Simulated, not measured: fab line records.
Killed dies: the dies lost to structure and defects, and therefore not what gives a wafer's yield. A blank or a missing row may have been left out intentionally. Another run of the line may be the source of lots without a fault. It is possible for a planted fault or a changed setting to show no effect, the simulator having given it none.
Chamber matching / flow nandHarc / NHARC_A_CONTACT_ETCH_48 on rieDiel-02 has 4 sister chambers
The step etches the open film in CF4, target depth 39 nm, time 65 s. 8 wafers are shown with their chamber, then 8 later ones without.

== WAFERS PAIRED WITH THEIR CHAMBERS ==
wafer=L075.5; chamber=3; drypumpMotorCurrentA (A)=5.3; showerheadPlenumPTorr (Torr)=1.82
wafer=L077.1; chamber=2; drypumpMotorCurrentA (A)=5.8; showerheadPlenumPTorr (Torr)=1.72
wafer=L080.3; chamber=2; drypumpMotorCurrentA (A)=5.8; showerheadPlenumPTorr (Torr)=1.71
wafer=L080.4; chamber=3; drypumpMotorCurrentA (A)=5.3; showerheadPlenumPTorr (Torr)=1.82
wafer=L088.3; chamber=1; drypumpMotorCurrentA (A)=5.7; showerheadPlenumPTorr (Torr)=1.67
wafer=L088.5; chamber=0; drypumpMotorCurrentA (A)=6.1; showerheadPlenumPTorr (Torr)=1.85
wafer=L088.6; chamber=1; drypumpMotorCurrentA (A)=5.6; showerheadPlenumPTorr (Torr)=1.67
wafer=L091.2; chamber=0; drypumpMotorCurrentA (A)=6.1; showerheadPlenumPTorr (Torr)=1.85

== WAFERS MISSING THEIR CHAMBER ==
wafer=L091.4; drypumpMotorCurrentA (A)=5.8; showerheadPlenumPTorr (Torr)=1.71
wafer=L091.5; drypumpMotorCurrentA (A)=6.1; showerheadPlenumPTorr (Torr)=1.85
wafer=L090.1; drypumpMotorCurrentA (A)=5.8; showerheadPlenumPTorr (Torr)=1.71
wafer=L090.2; drypumpMotorCurrentA (A)=5.7; showerheadPlenumPTorr (Torr)=1.67
wafer=L090.5; drypumpMotorCurrentA (A)=6.1; showerheadPlenumPTorr (Torr)=1.85
wafer=L092.1; drypumpMotorCurrentA (A)=5.8; showerheadPlenumPTorr (Torr)=1.71
wafer=L092.2; drypumpMotorCurrentA (A)=5.3; showerheadPlenumPTorr (Torr)=1.81
wafer=L092.3; drypumpMotorCurrentA (A)=6.1; showerheadPlenumPTorr (Torr)=1.85

== EACH ONE'S CHAMBER ==
wafer=L091.4; from the rows above=2; in truth=2
wafer=L091.5; from the rows above=0; in truth=0
wafer=L090.1; from the rows above=2; in truth=2
wafer=L090.2; from the rows above=1; in truth=1
wafer=L090.5; from the rows above=0; in truth=0
wafer=L092.1; from the rows above=2; in truth=2
wafer=L092.2; from the rows above=3; in truth=3
wafer=L092.3; from the rows above=0; in truth=0
8 of 8 placed correctly. Can't be placed from these rows: 0. Wrongly placed: 0.
How it was worked out, from the rows above alone: a wafer's distance from a chamber is the root of the sum, over the readings, of the square of ((its reading less the chamber's mean) divided by the reading's scatter). The wafer belongs to the nearest chamber; if the next one is less than 2 further off, it can't be placed. For every chamber, the mean is computed from those of its wafers that are shown. How the scatter is found: for the shown wafers, subtract from each reading the mean of its chamber, square and add these, divide the total by (wafers less chambers), then take the root.
